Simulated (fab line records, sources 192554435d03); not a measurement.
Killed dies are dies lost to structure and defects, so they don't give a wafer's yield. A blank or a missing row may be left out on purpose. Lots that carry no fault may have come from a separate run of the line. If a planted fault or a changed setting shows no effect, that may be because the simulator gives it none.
Chamber matching || flow n5Finfet || 3 sister chambers for N5_BEOL_M5_CO_CAP_78 on cvdCo-02
The step material Co, precursor CCTBA/H2, target thk 2 nm, time 102.1 s. 3 wafers are shown with their chamber, then 10 later ones without.

WAFERS PAIRED WITH THEIR CHAMBERS
{"wafer": "L089.1", "chamber": 2, "heaterPowerW (W)": 234}
{"wafer": "L090.1", "chamber": 1, "heaterPowerW (W)": 240}
{"wafer": "L090.2", "chamber": 0, "heaterPowerW (W)": 225}

WAFERS WHOSE CHAMBER IS MISSING
{"wafer": "L090.3", "heaterPowerW (W)": 233}
{"wafer": "L090.4", "heaterPowerW (W)": 245}
{"wafer": "L090.5", "heaterPowerW (W)": 220}
{"wafer": "L090.6", "heaterPowerW (W)": 233}
{"wafer": "L094.3", "heaterPowerW (W)": 233}
{"wafer": "L094.5", "heaterPowerW (W)": 247}
{"wafer": "L094.6", "heaterPowerW (W)": 240}
{"wafer": "L095.4", "heaterPowerW (W)": 224}
{"wafer": "L095.5", "heaterPowerW (W)": 233}
{"wafer": "L095.6", "heaterPowerW (W)": 237}

CHAMBER TAKEN BY EACH
{"wafer": "L090.3", "from the rows above": "can't be placed: 2 or 1", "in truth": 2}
{"wafer": "L090.4", "from the rows above": "can't be placed: 1 or 2", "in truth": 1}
{"wafer": "L090.5", "from the rows above": 0, "in truth": 0}
{"wafer": "L090.6", "from the rows above": "can't be placed: 2 or 1", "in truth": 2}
{"wafer": "L094.3", "from the rows above": "can't be placed: 2 or 1", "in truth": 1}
{"wafer": "L094.5", "from the rows above": "can't be placed: 1 or 2", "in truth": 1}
{"wafer": "L094.6", "from the rows above": "can't be placed: 1 or 2", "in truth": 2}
{"wafer": "L095.4", "from the rows above": 0, "in truth": 0}
{"wafer": "L095.5", "from the rows above": "can't be placed: 2 or 1", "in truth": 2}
{"wafer": "L095.6", "from the rows above": "can't be placed: 1 or 2", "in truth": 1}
Correctly placed: 2 of 10. From these rows, 8 cannot be placed; in 8 the true chamber is one of the candidates. 0 placed wrongly.
How it was worked out, from the rows above alone: a wafer's distance from a chamber is the root of the sum, over the readings, of the square of ((its reading less the chamber's mean) divided by the reading's scatter). If the next closest chamber is less than 2 further off than the closest, the wafer can't be placed; otherwise it belongs to the closest. Each chamber's mean is taken over the wafers shown for it. The scatter: root of mean squared gap, hidden wafer to nearest shown wafer, with one shown wafer a chamber.
